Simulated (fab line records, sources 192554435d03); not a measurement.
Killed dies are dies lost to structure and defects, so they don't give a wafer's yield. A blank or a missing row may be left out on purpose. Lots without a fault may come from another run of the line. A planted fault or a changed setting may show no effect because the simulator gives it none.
One fault seen from 3 desks | flow n5_finfet | each desk has only its own numbers; what lay behind them comes last

THE METROLOGY DESK
What the gauges read, lot by lot, whatever tool the lot ran on: means of the sampled wafers that have a number. A lot is out of limits, marked OUT, if its mean lies more than 4 standard deviations from the usual mean; the brackets give that distance.
Columns: A = cd_nm at N5_MIM_BOT_LITHO_CD_MEAS_08, usual 3000.1 nm; B = MIM_BOT_OVL at N5_MIM_BOT_LITHO_OVL_MEAS_11, usual -1 nm; C = cd_nm at N5_PASSIVATION_CD_MEAS_10, usual 2999.5 nm; D = TV_OVL at N5_PASSIVATION_OVL_MEAS_60, usual -6 nm
lot  | first seen here | A      | B  | C      | D
L766 | day 12 19:31    | 2997.1 | -2 | 2999.5 | -11
L771 | day 14 00:44    | 3000.6 | -2 | 2999.0 | -4
L773 | day 14 02:41    | 3000.2 | -9 | 2998.0 | 4
L786 | day 17 16:28    | 3000.6 | 7  | 2996.9 | -3
L785 | day 18 01:26    | 3000.8 | -4 | 2999.1 | -2
This desk's finding: nothing out of limits on any of the 5 lots.

THE TOOL OWNER'S DESK: pecvd-03
The tool's own readings at N5_PASSIVATION_PECVD_55 (deposits SiO2 from SiH4/N2O, target thk 400 nm, time 22.5 s): means of the sampled wafers that have a number, for each lot that ran on this tool. A lot is out of limits, marked OUT, if its mean lies more than 4 standard deviations from the usual mean; the brackets give that distance.
Columns: A = heater_power_w at N5_PASSIVATION_PECVD_55, usual 673 W; B = showerhead_plenum_p_Torr at N5_PASSIVATION_PECVD_55, usual 8.20 Torr; C = throttle_valve_pct at N5_PASSIVATION_PECVD_55, usual 52 %
lot  | first seen here | A   | B    | C
L766 | day 12 20:31    | 698 | 8.34 | 50
L773 | day 14 03:46    | 718 | 8.41 | 48
This desk's finding: nothing out of limits on any of the 2 lots.

THE DEFECT DESK
What the inspections along the route counted, lot by lot: means of the sampled wafers that have a number. A lot is out of limits, marked OUT, if its mean lies more than 4 standard deviations from the usual mean; the brackets give that distance.
Columns: A = raw_defect_count at N5_MIM_BOT_LITHO_INSPECT_12, usual 2.2
lot  | first seen here | A
L766 | day 12 19:35    | 2.3
L771 | day 14 00:47    | 1.3
L773 | day 14 02:44    | 4.0
L786 | day 17 16:31    | 3.3
L785 | day 18 01:30    | 3.0
This desk's finding: nothing out of limits on any of the 5 lots.

PUT TOGETHER
The metrology desk saw nothing out of limits.
The tool owner's desk saw nothing out of limits.
The defect desk saw nothing out of limits.

WHAT THE SIMULATOR HAD PUT IN
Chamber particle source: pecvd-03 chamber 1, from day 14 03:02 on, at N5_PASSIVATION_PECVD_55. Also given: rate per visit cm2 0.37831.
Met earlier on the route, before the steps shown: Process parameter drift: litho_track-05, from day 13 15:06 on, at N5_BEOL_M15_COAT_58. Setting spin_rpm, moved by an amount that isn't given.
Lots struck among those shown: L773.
